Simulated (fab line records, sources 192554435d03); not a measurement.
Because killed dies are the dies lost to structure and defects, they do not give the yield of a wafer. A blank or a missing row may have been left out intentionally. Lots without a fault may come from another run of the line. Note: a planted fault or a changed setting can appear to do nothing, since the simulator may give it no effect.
Lot-split experiment / flow n5Finfet / 7 lots, 21 wafers read, on a route of 1938 steps

## ABOUT THE SPLIT
At N5_BEOL_M14_ILD_DEP_00 (deposits SiO2 from TEOS/O2, target thk 1119.3 nm, time 237.4 s), the setting timeS was moved away from the recipe's 237.4 s on 6 of the 21 wafers read, by -8.1% to +5.6%. For the rest of the wafers, this setting stayed at what the recipe calls for.

Between the split and the reading, the file records no step.

## THE READING
M14_ILD_THK, in nm, at N5_BEOL_M14_THK_MEAS_01. On this fab line, fault-free wafers typically give 1120 nm with a standard deviation of 16 nm.

wafer=L074.4; tool, chamber at the split=pecvd-03, 0; timeS as run, s=237.4; against the recipe=recipe; M14_ILD_THK, nm=1129; against lot-mates on the recipe=-
wafer=L074.5; tool, chamber at the split=pecvd-03, 2; timeS as run, s=237.4; against the recipe=recipe; M14_ILD_THK, nm=1091; against lot-mates on the recipe=-
wafer=L074.6; tool, chamber at the split=pecvd-03, 1; timeS as run, s=237.4; against the recipe=recipe; M14_ILD_THK, nm=1129; against lot-mates on the recipe=-
wafer=L078.3; tool, chamber at the split=pecvd-02, 2; timeS as run, s=237.4; against the recipe=recipe; M14_ILD_THK, nm=1119; against lot-mates on the recipe=-
wafer=L078.4; tool, chamber at the split=pecvd-02, 2; timeS as run, s=237.4; against the recipe=recipe; M14_ILD_THK, nm=1147; against lot-mates on the recipe=-
wafer=L078.6; tool, chamber at the split=pecvd-02, 0; timeS as run, s=237.4; against the recipe=recipe; M14_ILD_THK, nm=1140; against lot-mates on the recipe=-
wafer=L083.3; tool, chamber at the split=pecvd-04, 2; timeS as run, s=237.4; against the recipe=recipe; M14_ILD_THK, nm=1116; against lot-mates on the recipe=-
wafer=L083.4; tool, chamber at the split=pecvd-04, 2; timeS as run, s=222.8; against the recipe=-6.1%; M14_ILD_THK, nm=1068; against lot-mates on the recipe=-50
wafer=L083.5; tool, chamber at the split=pecvd-04, 1; timeS as run, s=237.4; against the recipe=recipe; M14_ILD_THK, nm=1120; against lot-mates on the recipe=-
wafer=L085.2; tool, chamber at the split=pecvd-02, 0; timeS as run, s=237.4; against the recipe=recipe; M14_ILD_THK, nm=1133; against lot-mates on the recipe=-
wafer=L085.3; tool, chamber at the split=pecvd-02, 1; timeS as run, s=237.4; against the recipe=recipe; M14_ILD_THK, nm=1130; against lot-mates on the recipe=-
wafer=L085.6; tool, chamber at the split=pecvd-02, 1; timeS as run, s=237.4; against the recipe=recipe; M14_ILD_THK, nm=1142; against lot-mates on the recipe=-
wafer=L088.1; tool, chamber at the split=pecvd-03, 0; timeS as run, s=250.8; against the recipe=+5.6%; M14_ILD_THK, nm=1171; against lot-mates on the recipe=+94
wafer=L088.2; tool, chamber at the split=pecvd-03, 2; timeS as run, s=237.4; against the recipe=recipe; M14_ILD_THK, nm=1077; against lot-mates on the recipe=-
wafer=L088.5; tool, chamber at the split=pecvd-03, 0; timeS as run, s=250.8; against the recipe=+5.6%; M14_ILD_THK, nm=1186; against lot-mates on the recipe=+109
wafer=L091.1; tool, chamber at the split=pecvd-02, 0; timeS as run, s=218.1; against the recipe=-8.1%; M14_ILD_THK, nm=1041; against lot-mates on the recipe=-86
wafer=L091.3; tool, chamber at the split=pecvd-02, 2; timeS as run, s=237.4; against the recipe=recipe; M14_ILD_THK, nm=1127; against lot-mates on the recipe=-
wafer=L091.4; tool, chamber at the split=pecvd-02, 2; timeS as run, s=218.1; against the recipe=-8.1%; M14_ILD_THK, nm=1054; against lot-mates on the recipe=-73
wafer=L092.4; tool, chamber at the split=pecvd-02, 0; timeS as run, s=227.1; against the recipe=-4.3%; M14_ILD_THK, nm=1089; against lot-mates on the recipe=-56
wafer=L092.5; tool, chamber at the split=pecvd-02, 1; timeS as run, s=237.4; against the recipe=recipe; M14_ILD_THK, nm=1152; against lot-mates on the recipe=-
wafer=L092.6; tool, chamber at the split=pecvd-02, 2; timeS as run, s=237.4; against the recipe=recipe; M14_ILD_THK, nm=1139; against lot-mates on the recipe=-

THE FIT
A straight line over all 21 wafers: M14_ILD_THK changes by +9.45 nm for each +1% of timeS; r = +0.89; the points scatter about the line by 18 nm.
The same after taking each lot's own level away (the mean of its wafers on the recipe; 21 wafers): +12.2 nm for each +1%; r = +0.94; scatter 15 nm.
According to that fit, moving timeS by its largest amount changes the reading by 99 nm.
The span of the lots' own levels, 1077.0 to 1145.5 nm, comes to 4.3 times the standard deviation stated above.
In other words, the slope is changed by the lot-to-lot level; the two fits disagree.
Check: for one of the wafers moved furthest among these (-8.1%), held out of the fit, the line's prediction against its lot-mates is -96 nm. Against them it came out at -86 nm.

## OTHER SPLITS ON THESE WAFERS
Other splits were also applied to these wafers ahead of the reading. Each is held against what the fit with the lots' levels taken away leaves over:
other split on the same wafers=N5_BEOL_M10_COAT_64 spinRpm; wafers away from the commonest value=5; r with M14_ILD_THK (lot level and that fit taken away)=+0.40

## THE WHOLE CHAIN: every reading that the file lists as answering this split, in the file's order
step=N5_BEOL_M14_ILD_DEP_00; what it does=deposits SiO2 from TEOS/O2, target thk 1119.3 nm, time 237.4 s; reading=SiO2_of_BEOL_M14_ILD_DEP_00.thkNm (the simulator's own value, which no gauge read); change (the file's fit)=+11.4 nm for each +1% of the setting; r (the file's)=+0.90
step=N5_BEOL_M14_THK_MEAS_01; what it does=; reading=M14_ILD_THK; change (the file's fit)=+11.5 for each +1% of the setting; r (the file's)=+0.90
step=N5_BEOL_M14_VIA_ETCH_16; what it does=etches SiO2 in C4F8/O2/Ar, target depth 1231.3 nm; reading=etch.depthNm (the simulator's own value, which no gauge read); change (the file's fit)=+11.4 nm for each +1% of the setting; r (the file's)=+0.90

## THE FILE'S OWN FIT
M14_ILD_THK changes by +11.5 nm for each +1% of timeS, r = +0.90.
